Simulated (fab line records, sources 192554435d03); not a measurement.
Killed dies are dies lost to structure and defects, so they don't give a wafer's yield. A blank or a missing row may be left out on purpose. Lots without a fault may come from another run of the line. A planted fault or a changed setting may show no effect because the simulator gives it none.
Which tool did it? | flow n5_finfet | 11 lots, 33 wafers sampled, at 3 steps of a route of 1938

WHAT THE GAUGES READ, wafer by wafer
N5_BEOL_M9_INSPECT_13: inspects for defects (brightfield).
lot  | measured     | on                | raw_defect_count
L281 | day 11 08:22 | defect_inspect-01 | 328 403 379
L283 | day 13 04:32 | defect_inspect-01 | 505 515 509
L284 | day 13 09:08 | defect_inspect-02 | 718 521 413
L289 | day 13 18:21 | defect_inspect-01 | 473 471 426
L287 | day 14 05:13 | defect_inspect-02 | 445 425 385
L288 | day 15 02:02 | defect_inspect-02 | 393 475 404
L296 | day 16 04:49 | defect_inspect-01 | 399 254 396
L299 | day 16 04:59 | defect_inspect-01 | 318 303 473
L295 | day 16 05:09 | defect_inspect-02 | 318 351 347
L303 | day 17 20:20 | defect_inspect-02 | 393 409 336
L301 | day 17 20:36 | defect_inspect-01 | 394 374 534

N5_BEOL_M9_INSPECT_30: inspects for defects (brightfield).
lot  | measured     | on                | raw_defect_count
L281 | day 11 11:13 | defect_inspect-02 | 302 369 333
L283 | day 13 07:47 | defect_inspect-02 | 458 444 454
L284 | day 13 10:20 | defect_inspect-02 | 727 494 405
L289 | day 13 19:23 | defect_inspect-01 | 490 436 443
L287 | day 14 07:36 | defect_inspect-02 | 435 421 377
L288 | day 15 03:02 | defect_inspect-02 | 352 509 417
L296 | day 16 06:03 | defect_inspect-02 | 341 246 362
L299 | day 16 07:04 | defect_inspect-02 | 266 257 390
L295 | day 16 07:14 | defect_inspect-02 | 323 360 396
L303 | day 17 21:53 | defect_inspect-02 | 378 402 330
L301 | day 17 21:51 | defect_inspect-01 | 375 374 504

WHICH TOOL RAN EACH LOT (tool, then ch and the chambers of the sampled wafers, then the start)
lot  | N5_BEOL_M9_COAT_22
L281 | litho_track-01 ch 0, day 11 10:52
L283 | litho_track-04 ch 0, day 13 07:14
L284 | litho_track-03 ch 0, day 13 09:59
L289 | litho_track-03 ch 0, day 13 18:55
L287 | litho_track-03 ch 0, day 14 07:08
L288 | litho_track-01 ch 0, day 15 02:34
L296 | litho_track-04 ch 0, day 16 05:30
L299 | litho_track-03 ch 0, day 16 06:35
L295 | litho_track-04 ch 0, day 16 06:38
L303 | litho_track-03 ch 0, day 17 21:31
L301 | litho_track-01 ch 0, day 17 21:22
- N5_BEOL_M9_COAT_22: resist thk 30 nm.

WHAT THE TOOLS THEMSELVES READ (means of the sampled wafers that have a number; where no wafer has one, the mark that the record gives instead)
N5_BEOL_M9_COAT_22.
lot  | tool           | spin_speed_rpm (rpm)
L281 | litho_track-01 | 1500.4
L283 | litho_track-04 | 1500.1
L284 | litho_track-03 | 1500.8
L289 | litho_track-03 | 1499.7
L287 | litho_track-03 | 1498.9
L288 | litho_track-01 | 1499.7
L296 | litho_track-04 | 1583.3
L299 | litho_track-03 | 1499.7
L295 | litho_track-04 | 1583.2
L303 | litho_track-03 | 1499.6
L301 | litho_track-01 | 1499.5

THE ANSWER, worked out from the rows above alone
Rule: what is usual is taken from the lots themselves. Put in order of their means at a reading, lots are off if they are a third of the lots or fewer, leave a main group of 4 or more, and stand apart from it by a gap of 3 or more times the standard deviation of the main group's means; of several such gaps the widest counts. A main group whose means are all the same, to the digits that the tables above print for the reading, isn't used. A lot without any number at a reading at which 4 lots or more have one is off too. The other lots that the step has rows for count as sound. The gauges are gone through in route order, then the tools' own readings, and for those a lot's mean is taken as printed above. The first step at which some lot is off is used, and at that step the reading that is off furthest; a lot without a number counts as furthest.
Off: L296, L295, at N5_BEOL_M9_COAT_22 (spin_speed_rpm). The main group: mean 1499.8 rpm, standard deviation 0.52.
A tool fits if, at that step or a process step before it, it ran every lot that is off, and no sound lot after the first of them. One fits: litho_track-04 at N5_BEOL_M9_COAT_22. Its last sound lot is L283 (day 13 07:14), its first lot that is off L296 (day 16 05:30): a fault that began between those two fits.
The tool's own readings at N5_BEOL_M9_COAT_22 bear it out: on the lots that are off they differ by more than 5 times the standard deviation of the sound lots' means. spin_speed_rpm reads 1583.2 rpm there against 1499.8 rpm on the sound lots.

WHAT THE SIMULATOR HAD PUT IN
Process parameter drift: litho_track-04, from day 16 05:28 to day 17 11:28, at N5_BEOL_M9_COAT_22. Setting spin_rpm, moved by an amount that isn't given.
Lots struck among those shown: L296, L295. The rule above found the same.
